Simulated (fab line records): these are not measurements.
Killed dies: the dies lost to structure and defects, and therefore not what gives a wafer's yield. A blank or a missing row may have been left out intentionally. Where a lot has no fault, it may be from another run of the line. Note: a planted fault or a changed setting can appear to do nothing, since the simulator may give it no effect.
Matching of chambers | flow nand-harc | NHARC_A_CONTACT_DESCUM_47 on rie-diel-12 has 4 sister chambers
The step chemistry O2, time 3 s. 24 wafers are shown with their chamber, then 12 later ones without.

## WAFERS PAIRED WITH THEIR CHAMBERS
wafer  | chamber | drypump-motor-current-A (A) | showerhead-plenum-p-Torr (Torr) | oes-product-au (a.u.)
L076.2 | 3       | 5.7                         | 1.95                            | 1.010
L076.4 | 0       | 5.2                         | 1.80                            | 1.008
L076.6 | 3       | 5.7                         | 1.95                            | 0.999
L082.1 | 0       | 5.2                         | 1.80                            | 1.012
L082.2 | 1       | 5.8                         | 1.84                            | 1.001
L082.5 | 3       | 5.7                         | 1.94                            | 0.983
L080.2 | 1       | 5.8                         | 1.84                            | 1.007
L080.3 | 0       | 5.2                         | 1.80                            | 1.020
L080.5 | 0       | 5.2                         | 1.80                            | 1.017
L081.2 | 3       | 5.7                         | 1.94                            | 0.982
L081.4 | 2       | 6.4                         | 1.80                            | 1.012
L081.6 | 1       | 5.8                         | 1.84                            | 1.008
L083.2 | 3       | 5.7                         | 1.94                            | 0.991
L083.4 | 2       | 6.3                         | 1.79                            | 1.013
L083.6 | 2       | 6.4                         | 1.80                            | 1.007
L084.3 | 0       | 5.2                         | 1.80                            | 1.005
L084.4 | 2       | 6.3                         | 1.79                            | 1.011
L084.5 | 3       | 5.7                         | 1.94                            | 0.996
L085.2 | 0       | 5.2                         | 1.80                            | 1.005
L085.4 | 3       | 5.7                         | 1.94                            | 0.990
L085.6 | 1       | 5.8                         | 1.83                            | 1.014
L086.3 | 1       | 5.8                         | 1.83                            | 0.997
L086.5 | 0       | 5.2                         | 1.79                            | 0.998
L086.6 | 1       | 5.8                         | 1.83                            | 1.004

SIGNATURES (means of the wafers above)
reading                  | chamber 0 | chamber 1 | chamber 2 | chamber 3 | scatter within a chamber
drypump-motor-current-A  | 5.200     | 5.800     | 6.350     | 5.700     | 0.0224
showerhead-plenum-p-Torr | 1.7986    | 1.8350    | 1.7950    | 1.9429    | 0.00489
oes-product-au           | 1.00929   | 1.00517   | 1.01075   | 0.99300   | 0.00745
Rule: for each reading, subtract the chamber's mean from the wafer's reading, divide by that reading's scatter and square the result; add these up over the readings and take the root, which gives the wafer's distance from the chamber. The wafer belongs to the nearest chamber; if the next one is less than 2 further off, it can't be placed. The scatter: the root of (the sum of the squares of (reading less its chamber's mean) over the shown wafers, divided by (wafers less chambers)).

## WAFERS MISSING THEIR CHAMBER
wafer  | drypump-motor-current-A (A) | showerhead-plenum-p-Torr (Torr) | oes-product-au (a.u.)
L087.2 | 5.8                         | 1.83                            | 1.010
L087.3 | 6.4                         | 1.79                            | 0.999
L087.4 | 5.2                         | 1.79                            | 1.013
L090.2 | 5.7                         | 1.94                            | 0.988
L090.3 | 5.8                         | 1.83                            | 1.004
L090.4 | 6.4                         | 1.79                            | 0.999
L097.1 | 5.7                         | 1.93                            | 0.990
L097.2 | 6.4                         | 1.79                            | 0.999
L097.6 | 6.3                         | 1.79                            | 0.989
L097.3 | 5.2                         | 1.79                            | 1.013
L097.4 | 5.8                         | 1.83                            | 0.997
L097.5 | 5.7                         | 1.93                            | 1.001

## WHICH CHAMBER EACH WENT THROUGH
wafer  | from the rows above | in truth
L087.2 | 1                   | 1
L087.3 | 2                   | 2
L087.4 | 0                   | 0
L090.2 | 3                   | 3
L090.3 | 1                   | 1
L090.4 | 2                   | 2
L097.1 | 3                   | 3
L097.2 | 2                   | 2
L097.6 | 2                   | 2
L097.3 | 0                   | 0
L097.4 | 1                   | 1
L097.5 | 3                   | 3
Correct placement for 12 of the 12. Left unplaced by these rows: 0. Number placed wrongly: 0.
